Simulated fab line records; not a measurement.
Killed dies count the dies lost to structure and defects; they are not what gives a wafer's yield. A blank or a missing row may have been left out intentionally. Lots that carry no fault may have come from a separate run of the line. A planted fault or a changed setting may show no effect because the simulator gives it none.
Chamber matching	flow nand harc	NHARC_A_CONTACT_ETCH_92 on rie diel-03 has 4 sister chambers
The step etches the open film in CH3F/O2, target depth 40 nm, time 85.7 s. 33 wafers are shown with their chamber, then 12 later ones without.

WAFERS WITH THEIR CHAMBER
wafer	chamber	showerhead plenum p Torr (Torr)	rf vpp V (V)	oes product au (a.u.)
L074.1	1	2.32	243.4	0.92
L074.3	3	2.44	243.3	0.92
L074.5	1	2.32	242.3	0.92
L077.1	1	2.32	239.3	0.92
L077.5	1	2.32	242.3	0.93
L077.6	2	2.27	241.6	0.93
L079.1	2	2.27	241.2	0.92
L079.2	3	2.44	244.1	0.91
L079.6	2	2.27	241.4	0.92
L078.3	0	2.65	245.0	1.01
L078.5	0	2.65	246.8	1.01
L078.6	3	2.44	243.6	1.00
L080.3	3	2.44	245.9	1.00
L080.5	3	2.44	242.1	0.99
L080.6	0	2.65	247.0	1.00
L083.1	0	2.65	247.0	0.94
L083.5	2	2.27	240.6	0.93
L083.6	1	2.31	242.0	0.93
L085.2	1	2.31	242.2	0.92
L085.4	3	2.44	244.7	0.93
L085.6	1	2.31	242.9	0.92
L084.3	3	2.44	244.2	0.95
L084.4	0	2.65	245.8	0.95
L084.6	3	2.44	244.5	0.95
L086.1	0	2.65	247.3	1.00
L086.2	3	2.44	243.9	1.00
L086.4	1	2.31	240.4	1.00
L089.1	0	2.65	245.6	0.93
L089.2	3	2.44	245.3	0.93
L089.6	2	2.66	247.2	0.93
L087.1	3	2.44	244.6	0.93
L087.5	2	2.66	245.9	0.93
L087.6	1	2.31	242.5	0.93

SIGNATURES (averages over the wafers above)
reading	chamber 0	chamber 1	chamber 2	chamber 3	scatter within a chamber
showerhead plenum p Torr	2.6500	2.3144	2.4000	2.4400	0.0837
rf vpp V	246.357	241.922	242.983	244.200	1.53
oes product au	0.9771	0.9322	0.9267	0.9555	0.0297
Rule: a wafer lies at a distance from a chamber equal to the root of the sum of squares, over the readings, of (its reading less the chamber's mean, divided by the reading's scatter). If the next closest chamber is less than 2 further off than the closest, the wafer can't be placed; otherwise it belongs to the closest. How the scatter is found: for the shown wafers, subtract from each reading the mean of its chamber, square and add these, divide the total by (wafers less chambers), then take the root.

WAFERS WHOSE CHAMBER IS MISSING
wafer	showerhead plenum p Torr (Torr)	rf vpp V (V)	oes product au (a.u.)
L090.2	2.65	245.9	0.93
L090.4	2.44	247.0	0.93
L090.6	2.44	245.4	0.92
L093.2	2.65	247.0	0.93
L093.3	2.66	246.4	0.93
L093.5	2.65	247.2	0.93
L092.3	2.31	241.3	0.92
L092.4	2.66	248.7	0.92
L092.5	2.43	245.1	0.93
L095.1	2.31	243.5	0.91
L095.2	2.66	246.1	0.91
L095.3	2.64	246.4	0.92

WHICH CHAMBER EACH WENT THROUGH
wafer	from the rows above	in truth
L090.2	can't be placed: 0 or 3 or 2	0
L090.4	can't be placed: 3 or 2 or 0 or 1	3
L090.6	can't be placed: 3 or 2 or 1 or 0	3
L093.2	can't be placed: 0 or 3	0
L093.3	can't be placed: 0 or 3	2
L093.5	can't be placed: 0 or 3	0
L092.3	can't be placed: 1 or 2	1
L092.4	can't be placed: 0 or 3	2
L092.5	can't be placed: 3 or 2 or 1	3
L095.1	can't be placed: 2 or 1 or 3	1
L095.2	can't be placed: 0 or 3 or 2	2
L095.3	can't be placed: 0 or 3 or 2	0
Correct placement for 0 of the 12. Not placeable from these rows: 12 (in 10, the candidates include the true chamber). Number placed wrongly: 0.
